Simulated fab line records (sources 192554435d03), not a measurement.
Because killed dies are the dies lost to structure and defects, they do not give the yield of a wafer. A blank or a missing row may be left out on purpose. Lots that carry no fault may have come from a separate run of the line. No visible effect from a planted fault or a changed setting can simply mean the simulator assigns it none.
fab line records	flow n5Finfet
record: lots: 9	wafers: 26	lastDay: 21
route steps=1938 shown FIN_SAQP@112 BEOL_M4@1111 PASSIVATION@1936
lots with no fault: from the same line, run without faults
startH: hours from the record's first day to the start of the lot's first wafer shown	waitH: how many hours have passed since the lot's step before this one	" repeats the value in the row above	L1.1+2: one row covering several wafers at once	- value missing, or start not given	* or withheld: withheld	< > ~ a bound
route shown NAME@n: NAME is a module with steps in the file, n the number in the route of the first one	usual: mean and standard deviation over wafers with no fault	same: alike in all rows	chamber/n: place in a boat	sites: per-site readings	_std_site: standard deviation across them	_edge_site: mean of outer sites minus mean of inner sites	radiusMm: how far each site lies from the wafer's centre	mask NAME#n: copy n	behind: the last tool/chamber to shape the wafer	hold: why the lot went on hold/how many hours it stayed there/how the hold came to an end	device: names the non-switching transistor (n, p or np)	end of line: tests run on the same wafers once the route is complete	a step given without rows: its recipe and nothing more	killed: not the wafer's yield, but the dies lost to structure and defects at the first sort	map: the dies of a wafer, with x for killed, . for not killed, _ for no die there
set.NAME: the setting the step ran with; set.NAME@STEP: the setting that earlier step ran with	model.NAME: the simulator's own value behind a step, which no gauge read
a sample of lots followed through the steps of the route, with each step as a table and each wafer as a row
services: from which hour (startH, from the record's first day; less than 0 if before it) a tool's chamber was out of use, for how many hours, and why
== steps ==
step: N5_FIN_SAQP_OVL_MEAS_17
recipe: pointsPerWafer: 44
usual: FIN_CORE_OVL: 0.0/0.78
same: pointsPerWafer: 44
lot.wafer	tool	chamber	startH	waitH	FIN_CORE_OVL[nm]
L371.2	overlay-02	0	27.97	0.0	0.9
L371.4	"	0	"	"	0.8
L376.2	overlay-01	0	57.81	0.0	-0.8
L376.4	"	0	"	"	0.3
L376.5	"	0	"	"	0.5
L384.2	overlay-02	0	105.16	0.0	0.3
L384.5	"	0	"	"	-0.4
L384.6	"	0	"	"	-0.9
L385.1	overlay-02	0	111.46	0.0	1.0
L385.2	"	0	"	"	0.9
L385.4	"	0	"	"	1.6
L386.3	overlay-02	0	117.48	0.0	0.5
L386.4	"	0	"	"	0.2
L386.6	"	0	"	"	0.7
L389.2	overlay-01	0	135.98	0.0	-0.3
L389.3	"	0	"	"	-0.1
L389.6	"	0	"	"	-1.4
L390.2	overlay-01	0	142.55	0.0	0.1
L390.3	"	0	"	"	-0.2
L390.4	"	0	"	"	-0.5
L391.1	overlay-02	0	148.22	0.0	0.4
L391.2	"	0	"	"	-1.1
L391.6	"	0	"	"	-0.9
L393.4	overlay-01	0	159.83	0.0	0.4
L393.5	"	0	"	"	0.3
L393.6	"	0	"	"	-0.1
step: N5_FIN_SAQP_DESCUM_21
recipe: chemistry: O2	timeS: 7.9	sourcePowerW: 50	biasPowerW: 20	pressureMtorr: 20	rfFrequencyHz: 2.712e+07	tempC: 40	resist: CAR-ArF	o2FlowSccm: 225
usual: drypumpMotorCurrentA: 5.67/0.19	oesProductAu: 0.77/0.073	rfVppV: 243.4/1.4	showerheadPlenumPTorr: 2.10/0.065	throttleValvePct: 20.48/0.27
lot.wafer	tool	chamber	startH	waitH	drypumpMotorCurrentA	oesProductAu	rfHoursCounterH	rfVppV	showerheadPlenumPTorr	throttleValvePct
L371.2	rieDiel-01	3	28.02	0.0	5.83	0.71	200	242.9	2.05	20.15
L371.4	"	1	"	"	5.55	0.93	18	245.2	2.20	20.21
L376.2	rieDiel-01	1	57.87	0.0	5.57	0.91	26	245.5	2.19	20.22
L376.4	"	1	"	"	5.54	0.91	-	244.9	2.19	20.23
L376.5	"	2	"	"	5.63	0.77	-	244.9	2.10	20.73
L384.2	rieDiel-03	2	105.22	0.0	5.98	0.76	148	244.0	2.17	20.38
L384.5	"	0	"	"	5.55	0.73	-	242.2	2.09	20.55
L384.6	"	2	"	"	5.98	0.76	-	244.6	2.17	20.38
L385.1	rieDiel-03	0	111.52	0.0	5.52	0.73	179	242.6	2.09	20.55
L385.2	"	1	"	"	5.79	0.81	88	241.7	2.03	20.68
L385.4	"	2	"	"	5.94	0.76	150	245.4	2.17	20.37
L386.3	rieDiel-04	1	117.82	0.3	5.89	0.69	241	243.2	2.07	20.70
L386.4	"	3	"	"	5.23	0.76	143	244.0	2.19	20.82
L386.6	"	3	"	"	5.23	0.77	-	245.2	2.19	20.82
L389.2	rieDiel-01	1	136.04	0.0	5.57	0.87	47	245.4	2.19	20.27
L389.3	"	3	"	"	5.86	0.68	228	242.8	2.04	20.19
L389.6	"	1	"	"	5.57	0.87	-	245.3	2.19	20.27
L390.2	rieDiel-04	2	142.66	0.1	5.38	0.69	221	244.0	2.16	20.44
L390.3	"	3	"	"	5.23	0.76	150	243.1	2.19	20.82
L390.4	"	1	"	"	5.88	0.69	-	241.5	2.06	20.71
L391.1	rieDiel-03	2	148.40	0.1	5.95	0.76	157	244.7	2.16	20.39
L391.2	"	0	"	"	5.51	0.70	188	243.2	2.09	20.55
L391.6	"	2	"	"	5.97	0.75	-	245.5	2.17	20.38
L393.4	rieDiel-01	1	160.02	0.2	5.55	0.86	58	243.4	2.18	20.29
L393.5	"	1	"	"	5.56	0.85	-	243.8	2.18	20.29
L393.6	"	2	"	"	5.63	0.75	-	244.6	2.09	20.79
step: N5_FIN_SAQP_ETCH_52
recipe: chemistry: N2/H2	target: SOC	targetDepthA: 1000	overetchA: 200	maskMaterial: SiARC	tempC: 40	timeS: 150	ionEnergyEv: 200	pressureMtorr: 30	sourceW: 840	biasW: 150	n2FlowSccm: 200	h2FlowSccm: 200	ends: endPoint
usual: drypumpMotorCurrentA: 5.68/0.2	oesProductAu: 0.70/0.059	rfVppV: 524.5/2.4	showerheadPlenumPTorr: 2.56/0.083	throttleValvePct: 17.95/0.22
lot.wafer	tool	chamber	startH	waitH	drypumpMotorCurrentA	oesProductAu	rfHoursCounterH	rfVppV	showerheadPlenumPTorr	throttleValvePct
L371.2	rieDiel-01	3	28.11	0.0	5.84	0.65	200	522.4	2.52	17.80
L371.4	"	1	"	"	5.58	0.81	18	527.9	2.70	17.78
L376.2	rieDiel-01	1	57.96	0.0	5.56	0.80	26	529.1	2.70	17.82
L376.4	"	1	"	"	5.54	0.81	-	530.0	2.70	17.81
L376.5	"	2	"	"	5.64	0.71	-	525.4	2.57	18.26
L384.2	rieDiel-03	2	105.31	0.0	5.98	0.69	148	528.4	2.65	17.79
L384.5	"	0	"	"	5.54	0.65	-	523.2	2.51	17.70
L384.6	"	2	"	"	5.98	0.69	-	527.2	2.65	17.81
L385.1	rieDiel-03	0	111.61	0.0	5.53	0.65	179	524.4	2.51	17.70
L385.2	"	1	"	"	5.78	0.73	88	520.4	2.45	17.88
L385.4	"	2	"	"	5.98	0.68	150	527.2	2.65	17.81
L386.3	rieDiel-04	1	117.91	0.0	5.91	0.62	241	522.1	2.51	18.16
L386.4	"	3	"	"	5.24	0.69	143	527.6	2.66	18.21
L386.6	"	3	"	"	5.25	0.69	-	526.1	2.66	18.19
L389.2	rieDiel-01	1	136.13	0.0	5.54	0.77	47	529.0	2.69	17.83
L389.3	"	3	"	"	5.88	0.62	229	523.6	2.51	17.87
L389.6	"	1	"	"	5.57	0.77	-	527.2	2.69	17.85
L390.2	rieDiel-04	2	142.75	0.0	5.40	0.63	221	527.3	2.64	18.03
L390.3	"	3	"	"	5.24	0.68	150	527.6	2.65	18.20
L390.4	"	1	"	"	5.88	0.62	-	523.2	2.51	18.18
L391.1	rieDiel-03	2	148.49	0.0	5.95	0.67	157	526.6	2.64	17.82
L391.2	"	0	"	"	5.52	0.64	188	522.7	2.50	17.72
L391.6	"	2	"	"	5.99	0.68	-	525.6	2.64	17.82
L393.4	rieDiel-01	1	160.11	0.0	5.52	0.76	58	527.7	2.68	17.86
L393.5	"	1	"	"	5.53	0.76	-	527.8	2.68	17.87
L393.6	"	2	"	"	5.66	0.69	-	523.6	2.55	18.32
step: N5_FIN_SAQP_SPACER1_ALD_24
recipe: material: SiO2	targetThkA: 203	tempC: 300	aldPrecursorFamily: BDEAS	aldCoReactant: O2-plasma	pulseTimeS: 1	purgeTimeS: 2	coReactantPurgeTimeS: 2	aldCycles: 218	pressureTorr: 2
usual: aldCycles: 218/0	chamberPressureTorr: 2.000/0.0039	heaterPowerW: 479/48	precursorPulseHeightRel: 1.001/0.019	susceptorTempC: 300.01/0.18
lot.wafer	tool	chamber	startH	waitH	aldCycles	chamberPressureTorr	heaterPowerW	precursorPulseHeightRel	susceptorTempC
L371.2	aldSin-03	2	29.14	0.3	218	1.997	454	0.985	299.80
L371.4	"	1	"	"	218	2.003	487	1.010	299.84
L376.2	aldSin-04	0	60.16	1.5	218	2.005	490	0.992	300.12
L376.4	"	3	"	"	218	1.997	450	1.003	299.94
L376.5	"	3	"	"	218	2.006	450	1.020	300.11
L384.2	aldSin-04	2	106.55	0.5	218	2.001	501	0.981	300.31
L384.5	"	3	"	"	218	2.003	445	1.000	300.09
L384.6	"	0	"	"	218	1.997	483	1.007	299.67
L385.1	aldSin-04	0	112.84	0.5	218	1.995	487	0.973	300.01
L385.2	"	1	"	"	218	2.005	545	1.031	300.44
L385.4	"	3	"	"	218	1.998	448	1.005	300.09
L386.3	aldSin-03	2	118.91	0.1	218	2.001	459	1.010	299.87
L386.4	"	3	"	"	218	2.003	533	1.023	299.90
L386.6	"	0	"	"	218	2.000	529	0.975	300.00
L389.2	aldSin-04	1	137.53	0.7	-	-	-	-	-
L389.3	"	2	"	"	-	-	-	-	-
L389.6	"	1	"	"	-	-	-	-	-
L390.2	aldSin-03	1	143.75	0.3	-	-	-	-	-
L390.3	"	2	"	"	-	-	-	-	-
L390.4	"	3	"	"	-	-	-	-	-
L391.1	aldSin-03	2	149.49	0.3	-	-	-	-	-
L391.2	"	1	"	"	-	-	-	-	-
L391.6	"	3	"	"	-	-	-	-	-
L393.4	aldSin-03	1	161.84	0.6	218	2.006	495	1.013	299.96
L393.5	"	2	"	"	218	2.002	453	1.015	300.17
L393.6	"	3	"	"	218	2.006	527	1.014	299.99
step: N5_FIN_SAQP_CD_MEAS_27
recipe: targetCdNm: 20	landingEnergyEv: 1000	detector: seInlens	polarity: line
usual: cdNm: 20.33/0.23
lot.wafer	tool	chamber	startH	waitH	cdNm
L371.2	cdSem-01	0	30.05	0.1	20.40
L371.4	"	0	"	"	20.20
L376.2	cdSem-01	0	61.08	0.1	20.51
L376.4	"	0	"	"	20.33
L376.5	"	0	"	"	20.30
L384.2	cdSem-02	0	107.46	0.1	20.47
L384.5	"	0	"	"	20.14
L384.6	"	0	"	"	20.21
L385.1	cdSem-01	0	113.79	0.1	20.48
L385.2	"	0	"	"	20.59
L385.4	"	0	"	"	20.67
L386.3	cdSem-03	0	119.83	0.1	20.53
L386.4	"	0	"	"	20.57
L386.6	"	0	"	"	20.41
L389.2	cdSem-03	0	138.45	0.1	-
L389.3	"	0	"	"	-
L389.6	"	0	"	"	-
L390.2	cdSem-02	0	144.66	0.1	-
L390.3	"	0	"	"	-
L390.4	"	0	"	"	-
L391.1	cdSem-03	0	150.45	0.1	-
L391.2	"	0	"	"	-
L391.6	"	0	"	"	-
L393.4	cdSem-01	0	162.43	0.0	20.05
L393.5	"	0	"	"	20.28
L393.6	"	0	"	"	19.96
step: N5_BEOL_M4_RC_MEAS_101
usual: DIBL_N: 36.1/2.3	DIBL_P: 36/3.2	IOFF_N: 0.16/0.045	IOFF_P: 0.21/0.049	ION_N: 674/14	ION_P: 462/8.4	SS_N: 71.6/0.83	SS_P: 73.2/0.87	VT_N: 249/3.8	VT_P: -250/3.4
lot.wafer	tool	chamber	startH	waitH	DIBL_N[mV/V]	DIBL_P[mV/V]	IOFF_N[nA/um]	IOFF_P[nA/um]	ION_N[uA/um]	ION_P[uA/um]	SS_N[mV/dec]	SS_P[mV/dec]	VT_N[mV]	VT_P[mV]
L371.2	prober-01	0	271.85	0.2	33.3	35	0.12	0.19	655	460	70.6	73.0	254	-250
L371.4	"	0	"	"	34.5	36	0.13	0.23	664	464	70.5	72.7	249	-244
L376.2	prober-02	0	277.70	0.2	35.9	36	0.16	0.18	671	449	71.5	74.0	248	-250
L376.4	"	0	"	"	31.9	31	0.10	0.13	663	451	69.7	72.0	252	-256
L376.5	"	0	"	"	35.3	34	0.16	0.17	670	453	70.8	72.7	246	-255
L386.3	prober-01	0	329.74	0.3	31.4	30	0.09	0.13	645	446	69.8	72.4	255	-258
L386.4	"	0	"	"	37.2	36	0.19	0.20	672	462	71.5	73.5	247	-249
L386.6	"	0	"	"	36.4	35	0.16	0.19	668	458	71.4	73.7	250	-254
L385.1	prober-01	0	344.70	0.0	35.5	36	0.15	0.18	672	457	72.1	72.9	249	-253
L385.2	"	0	"	"	37.7	38	0.20	0.22	686	463	71.2	74.2	244	-251
L385.4	"	0	"	"	33.9	34	0.13	0.16	667	457	70.4	72.4	248	-255
L384.2	prober-02	0	347.82	0.2	36.9	34	0.16	0.20	689	470	70.9	72.9	249	-247
L384.5	"	0	"	"	38.7	37	0.19	0.24	693	472	71.8	74.2	243	-245
L384.6	"	0	"	"	39.8	37	0.22	0.24	688	465	71.8	73.6	243	-247
L393.4	prober-01	0	394.25	0.5	37.5	39	0.20	0.25	683	463	72.7	73.3	246	-248
L393.5	"	0	"	"	40.1	42	0.24	0.29	679	461	72.7	74.2	246	-248
L393.6	"	0	"	"	37.4	38	0.19	0.24	681	466	72.0	73.7	247	-247
step: N5_PASSIVATION_PROBE_49
usual: defectLimitedYield: 90.9/1.6	killed_at_M0_to_M3: 37/11	killed_at_M4_up: 15/5.6	killedAtContacts: 13/6.4	killedAtFrontEnd: 39/11	killedAtOther: 4/3.1	killedDies: 107/19	killedOnRim: 14/4.3	killedOpen: 71/14	killedShort: 34/7.8	sort_bin_5_function: 5.3/1	sort_bin_6_memory: 3.4/0.72	sortNPass: 1072/20	sortYieldPct: 90.9/1.7
same: grossDies: 1180	killedAtBackSide: 0	sort_bin_4_leakage[%]: 0	sort_bin_8_speed[%]: 0
lot.wafer	tool	chamber	startH	waitH	defectLimitedYield[%]	killed_at_M0_to_M3	killed_at_M4_up	killedAtContacts	killedAtFrontEnd	killedAtOther	killedDies	killedOnRim	killedOpen	killedShort	sort_bin_5_function[%]	sort_bin_6_memory[%]	sortNPass	sortYieldPct[%]
L371.2	prober-01	-	370.53	0.1	91.1	43	14	10	32	6	105	16	62	38	4.7	3.6	1075	91.1
L371.4	prober-01	-	370.63	0.2	94.2	21	15	4	27	2	69	13	40	25	3.7	2.1	1111	94.2
L376.2	prober-02	-	395.33	0.1	92.5	35	18	17	17	2	89	12	65	21	4.4	3.0	1091	92.5
L376.4	prober-02	-	395.43	0.2	91.4	33	29	15	25	0	102	16	66	33	5.4	2.7	1078	91.4
L376.5	prober-02	-	395.48	0.2	92.7	43	12	4	19	8	86	12	58	26	3.9	2.9	1094	92.7
L386.3	prober-01	-	447.85	0.1	90.4	34	23	24	31	1	113	15	68	43	5.8	3.5	1067	90.4
L386.4	prober-01	-	447.90	0.2	91.8	24	14	23	34	2	97	12	68	27	4.9	3.2	1083	91.8
L386.6	prober-01	-	448.00	0.3	90.2	30	31	27	28	0	116	23	67	48	5.3	4.3	1064	90.2
L385.1	prober-02	-	467.60	0.0	93.1	32	7	8	32	2	81	9	49	28	3.1	3.1	1099	93.1
L385.2	prober-02	-	467.65	0.1	94.7	21	12	11	17	2	63	7	40	23	3.3	1.7	1117	94.7
L385.4	prober-02	-	467.75	0.2	93.6	17	12	3	42	1	75	9	49	26	4.3	1.7	1105	93.6
L384.2	prober-02	-	469.07	0.1	92.3	28	9	5	49	0	91	19	72	18	4.1	3.1	1089	92.3
L384.5	prober-02	-	469.22	0.2	89.6	39	23	5	53	3	123	17	87	33	5.7	4.3	1057	89.6
L384.6	prober-02	-	469.27	0.3	91.7	35	14	4	38	7	98	10	65	30	4.7	3.2	1082	91.7
L389.2	prober-02	-	494.88	0.1	0	12	4	5	1159	0	1180	152	24	5	73.0	3.4	0	0
L389.3	prober-02	-	494.93	0.1	0	6	4	1	1169	0	1180	152	9	6	71.9	3.7	0	0
L389.6	prober-02	-	495.08	0.3	0	7	7	3	1162	1	1180	152	19	5	74.7	3.5	0	0
L391.1	prober-02	-	496.17	0.0	0	5	2	1	1167	5	1180	152	14	7	72.4	3.4	0	0
L391.2	prober-02	-	496.22	0.1	0	10	1	2	1166	1	1180	152	10	10	73.3	2.9	0	0
L391.6	prober-02	-	496.42	0.3	0	9	3	0	1168	0	1180	152	10	3	73.3	3.1	0	0
L390.2	prober-01	-	496.22	0.1	0	5	3	1	1171	0	1180	152	8	4	74.7	2.7	0	0
L390.3	prober-01	-	496.27	0.1	0	6	0	2	1172	0	1180	152	10	5	75.1	3.1	0	0
L390.4	prober-01	-	496.32	0.2	0	11	4	3	1162	0	1180	152	16	8	72.2	3.8	0	0
L393.4	prober-02	-	506.92	0.6	88.6	68	3	14	49	1	135	16	93	40	6.4	4.4	1045	88.6
L393.5	prober-02	-	506.97	0.7	90.5	34	14	10	50	4	112	23	65	44	5.6	3.2	1068	90.5
L393.6	prober-02	-	507.02	0.7	93.2	37	7	4	29	3	80	15	54	25	4.4	2.4	1100	93.2
killed by level:class
L371.2 BEOL_M0_SAQP:geometricParticle:open=15 BEOL_M0_SAQP:geometricParticle:short=13 GATE_CUT:geometricParticle:short=9 MOL_CONTACT_COAG:geometricParticle:open=7 FIN_SAQP:geometricParticle:open=6 GATE_CUT:geometricParticle:open=5 BEOL_M1:geometricParticle:open=5 BEOL_M4:geometricParticle:open=4
L371.4 BEOL_M0_SAQP:geometricParticle:short=7 BEOL_M4:geometricParticle:open=6 DUMMY_GATE:geometricParticle:open=4 GATE_CUT:geometricParticle:open=4 FIN_SAQP:geometricParticle:short=3 FIN_SAQP:geometricParticle:open=3 GATE_CUT:geometricParticle:short=3 BEOL_M0_SAQP:geometricParticle:open=3
L376.2 MOL_CONTACT_COAG:geometricParticle:open=14 BEOL_M2:geometricParticle:open=13 BEOL_M4:geometricParticle:open=9 STI_FIN_REVEAL:geometricParticle:open=5 BEOL_M3:geometricParticle:open=5 FIN_SAQP:geometricParticle:open=3 GATE_CUT:geometricParticle:short=3 MOL_CONTACT_COAG:geometricParticle:short=3
L376.4 BEOL_M4:geometricParticle:open=16 MOL_CONTACT_COAG:geometricParticle:open=13 BEOL_M1:geometricParticle:open=10 FIN_SAQP:geometricParticle:short=9 BEOL_M0_SAQP:geometricParticle:short=5 FIN_SAQP:geometricParticle:open=4 BEOL_M0:geometricParticle:short=4 BEOL_M4:geometricParticle:short=4
L376.5 BEOL_M1:geometricParticle:open=12 BEOL_M2:geometricParticle:open=8 BEOL_M0_SAQP:geometricParticle:open=5 BEOL_M0_SAQP:geometricParticle:short=5 BEOL_M0:geometricParticle:open=4 FIN_SAQP:geometricParticle:open=3 ILD0:geometricParticle:open=3 MOL_CONTACT_COAG:geometricParticle:open=3
L386.3 MOL_CONTACT_COAG:geometricParticle:open=19 BEOL_M4:geometricParticle:open=13 FIN_SAQP:geometricParticle:short=9 BEOL_M0_SAQP:geometricParticle:short=7 BEOL_M2:geometricParticle:short=7 BEOL_M0_SAQP:geometricParticle:open=6 BEOL_M2:geometricParticle:open=6 BEOL_M4:geometricParticle:short=5
L386.4 MOL_CONTACT_COAG:geometricParticle:open=22 FIN_SAQP:geometricParticle:open=7 FIN_SAQP:geometricParticle:short=7 STI_FIN_REVEAL:geometricParticle:open=6 BEOL_M0:geometricParticle:open=4 DUMMY_GATE:geometricParticle:open=3 BEOL_M0_SAQP:geometricParticle:short=3 BEOL_M0_SAQP:geometricParticle:open=3
L386.6 BEOL_M4:geometricParticle:open=17 MOL_CONTACT_COAG:geometricParticle:open=15 MOL_CONTACT_COAG:geometricParticle:short=12 BEOL_M0_SAQP:geometricParticle:short=8 BEOL_M0_SAQP:geometricParticle:open=5 BEOL_M2:geometricParticle:short=5 STI_FIN_REVEAL:geometricParticle:open=4 BEOL_M1:geometricParticle:short=4
L385.1 BEOL_M3:geometricParticle:open=10 BEOL_M1:geometricParticle:open=8 MOL_CONTACT_COAG:geometricParticle:open=6 FIN_SAQP:geometricParticle:open=5 GATE_CUT:geometricParticle:short=4 BEOL_M0_SAQP:geometricParticle:open=4 STARTING-WAFER:geometricParticle:short=4 ILD0:geometricParticle:open=3
L385.2 FIN_SAQP:geometricParticle:short=9 MOL_CONTACT_COAG:geometricParticle:open=9 BEOL_M2:geometricParticle:open=7 BEOL_M3:geometricParticle:open=4 BEOL_M4:geometricParticle:open=4 BEOL_M0:geometricParticle:open=3 BEOL_M1:geometricParticle:short=3 BEOL_M6:geometricParticle:open=3
L385.4 STI_FIN_REVEAL:geometricParticle:open=11 FIN_SAQP:geometricParticle:open=6 ILD0:geometricParticle:short=5 ILD0:geometricParticle:open=4 BEOL_M0:geometricParticle:open=4 BEOL_M2:geometricParticle:open=3 BEOL_M4:geometricParticle:open=3 BEOL_M5:geometricParticle:open=3
L384.2 STI_FIN_REVEAL:geometricParticle:open=15 BEOL_M3:geometricParticle:open=13 DUMMY_GATE:geometricParticle:open=8 FIN_SAQP:geometricParticle:open=6 MOL_CONTACT_COAG:geometricParticle:open=5 BEOL_M1:geometricParticle:open=5 BEOL_M4:geometricParticle:open=5 DUMMY_GATE:geometricParticle:short=4
L384.5 BEOL_M4:geometricParticle:open=17 FIN_SAQP:geometricParticle:open=14 BEOL_M3:geometricParticle:open=12 BEOL_M1:geometricParticle:open=10 STI_FIN_REVEAL:geometricParticle:open=8 FIN_SAQP:geometricParticle:short=7 GATE_CUT:geometricParticle:short=5 DUMMY_GATE:geometricParticle:open=5
L384.6 STI_FIN_REVEAL:geometricParticle:open=9 BEOL_M1:geometricParticle:open=9 DUMMY_GATE:geometricParticle:open=8 BEOL_M4:geometricParticle:open=7 FIN_SAQP:geometricParticle:short=6 BEOL_M3:geometricParticle:open=6 BEOL_M0_SAQP:geometricParticle:open=5 BEOL_M2:geometricParticle:open=4
L389.2 FIN_SAQP:lostPattern=1146 STI_FIN_REVEAL:geometricParticle:open=5 MOL_CONTACT_COAG:geometricParticle:open=5 FIN_SAQP:areaAld=5 BEOL_M0_SAQP:geometricParticle:short=3 BEOL_M0_SAQP:geometricParticle:open=3 BEOL_M1:geometricParticle:open=3 BEOL_M2:geometricParticle:open=3
L389.3 FIN_SAQP:lostPattern=1160 FIN_SAQP:areaAld=5 BEOL_M0_SAQP:geometricParticle:short=3 BEOL_M0_SAQP:geometricParticle:open=3 STI_FIN_REVEAL:geometricParticle:open=2 GATE_CUT:geometricParticle:short=2 BEOL_M4:geometricParticle:open=2 MOL_CONTACT_COAG:geometricParticle:open=1
L389.6 FIN_SAQP:lostPattern=1151 BEOL_M4:geometricParticle:open=6 FIN_SAQP:areaAld=5 BEOL_M0_SAQP:geometricParticle:open=4 FIN_SAQP:geometricParticle:open=2 MOL_CONTACT_COAG:geometricParticle:short=2 STI_FIN_REVEAL:geometricParticle:open=1 DUMMY_GATE:geometricParticle:open=1
L391.1 FIN_SAQP:lostPattern=1154 FIN_SAQP:areaAld=5 FIN_SAQP:geometricParticle:open=2 STI_FIN_REVEAL:geometricParticle:open=2 BEOL_M3:geometricParticle:open=2 MIM_TOP_ETCH:geometricParticle:short=2 FIN_SAQP:geometricParticle:short=1 FIN_CUT:geometricParticle:short=1
L390.2 FIN_SAQP:lostPattern=1164 FIN_SAQP:areaAld=4 BEOL_M0_SAQP:geometricParticle:short=2 FIN_SAQP:geometricParticle:open=1 DUMMY_GATE:geometricParticle:open=1 GATE_CUT:geometricParticle:open=1 MOL_CONTACT_COAG:geometricParticle:open=1 BEOL_M0_SAQP:geometricParticle:open=1
L391.2 FIN_SAQP:lostPattern=1152 FIN_SAQP:areaAld=8 BEOL_M0_SAQP:geometricParticle:short=4 BEOL_M0_SAQP:geometricParticle:open=3 MOL_CONTACT_COAG:geometricParticle:open=2 STARTING-WAFER:geometricParticle:short=2 FIN_SAQP:geometricParticle:open=1 STI_FIN_REVEAL:geometricParticle:open=1
L390.3 FIN_SAQP:lostPattern=1155 FIN_SAQP:areaAld=10 STI_FIN_REVEAL:geometricParticle:open=3 MOL_CONTACT_COAG:geometricParticle:open=2 BEOL_M0_SAQP:geometricParticle:short=2 FIN_CUT:geometricParticle:open=1 STI_FIN_REVEAL:geometricParticle:short=1 GATE_CUT:geometricParticle:open=1
L390.4 FIN_SAQP:lostPattern=1151 FIN_SAQP:areaAld=5 BEOL_M0_SAQP:geometricParticle:open=4 MOL_CONTACT_COAG:geometricParticle:open=3 BEOL_M0_SAQP:geometricParticle:short=3 STI_FIN_REVEAL:geometricParticle:open=2 DUMMY_GATE:geometricParticle:open=2 BEOL_M4:geometricParticle:open=2
L391.6 FIN_SAQP:lostPattern=1163 FIN_SAQP:areaAld=4 BEOL_M0_SAQP:geometricParticle:open=3 BEOL_M0_SAQP:geometricParticle:short=2 BEOL_M2:geometricParticle:open=2 BEOL_M7:geometricParticle:open=2 FIN_SAQP:geometricParticle:open=1 BEOL_M1:geometricParticle:open=1
L393.4 BEOL_M0_SAQP:geometricParticle:open=23 BEOL_M0_SAQP:geometricParticle:short=14 STI_FIN_REVEAL:geometricParticle:open=12 BEOL_M3:geometricParticle:open=12 FIN_SAQP:geometricParticle:open=11 MOL_CONTACT_COAG:geometricParticle:open=10 FIN_SAQP:geometricParticle:short=9 BEOL_M2:geometricParticle:open=9
L393.5 FIN_SAQP:geometricParticle:short=17 FIN_SAQP:geometricParticle:open=11 BEOL_M0_SAQP:geometricParticle:open=10 MOL_CONTACT_COAG:geometricParticle:open=8 BEOL_M2:geometricParticle:open=6 BEOL_M3:geometricParticle:open=6 SPACER0:geometricParticle:short=5 BEOL_M0_SAQP:geometricParticle:short=5
L393.6 BEOL_M1:geometricParticle:open=8 BEOL_M0_SAQP:geometricParticle:short=7 FIN_SAQP:geometricParticle:open=5 BEOL_M0_SAQP:geometricParticle:open=5 BEOL_M3:geometricParticle:open=5 STI_FIN_REVEAL:geometricParticle:open=4 MOL_CONTACT_COAG:geometricParticle:open=4 BEOL_M0:geometricParticle:open=4
== services ==
tool	chamber	startH	hours	kind
aldSin-04	0	8.32	-	clean
aldSin-04	1	8.32	-	clean
aldSin-04	2	8.32	-	clean
aldSin-04	3	8.32	-	clean
rieDiel-04	2	17.77	6.1	repair
rieDiel-01	-	34.96	2.1	repair
rieDiel-04	-	50.82	2.8	pm
rieDiel-01	0	54.23	13.5	repair
rieDiel-03	0	56.45	17.9	repair
aldSin-04	-	64.86	0.8	repair
rieDiel-03	3	73.73	36.7	repair
aldSin-03	3	78.05	2.7	repair
rieDiel-04	3	94.76	1.6	repair
aldSin-03	0	102.01	11.3	repair
rieDiel-01	-	114.20	2.8	pm
rieDiel-03	2	115.16	18.1	repair
aldSin-04	3	122.15	16.0	repair
rieDiel-04	0	128.41	-	clean
rieDiel-04	0	128.41	-	consumableReplace:focusRing
rieDiel-04	0	128.41	18.3	scheduledDown
rieDiel-04	0	128.41	18.3	ventCycle
rieDiel-04	1	146.94	-	clean
rieDiel-04	1	146.94	-	consumableReplace:focusRing
aldSin-03	0	159.56	17.0	repair
== key ==
firstSign: step: N5_FIN_SAQP_SPACER1_ALD_24	reading: toolRecord	direction: missing
effect: step: N5_FIN_SAQP_CD_MEAS_27	reading: cdNm	direction: missing
effect: step: N5_PASSIVATION_PROBE_49	reading: killedAtFrontEnd	direction: up	sigmas: 99+	usual: 39	struck: 1166
metAt N5_FIN_SAQP_SPACER1_ALD_24
struckLots L389,L390,L391
laterRowsLeftOut L389.2,L389.3,L389.6,L390.2,L390.3,L390.4,L391.1,L391.2,L391.6
notActingAt N5_FIN_SAQP_OVL_MEAS_17,N5_FIN_SAQP_DESCUM_21,N5_FIN_SAQP_ETCH_52
onsetBetween 118.91 137.53
fault: kind: skippedStepWhole	tool: aldSin-03,aldSin-04	chamber: -	onsetH: 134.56	steps: N5_FIN_SAQP_SPACER1_ALD_24	scope: struckLotsOnly
laterRowsLeftOut: the simulator's readings of these wafers behind a module that went badly wrong aren't trusted and aren't shown, but for the sort
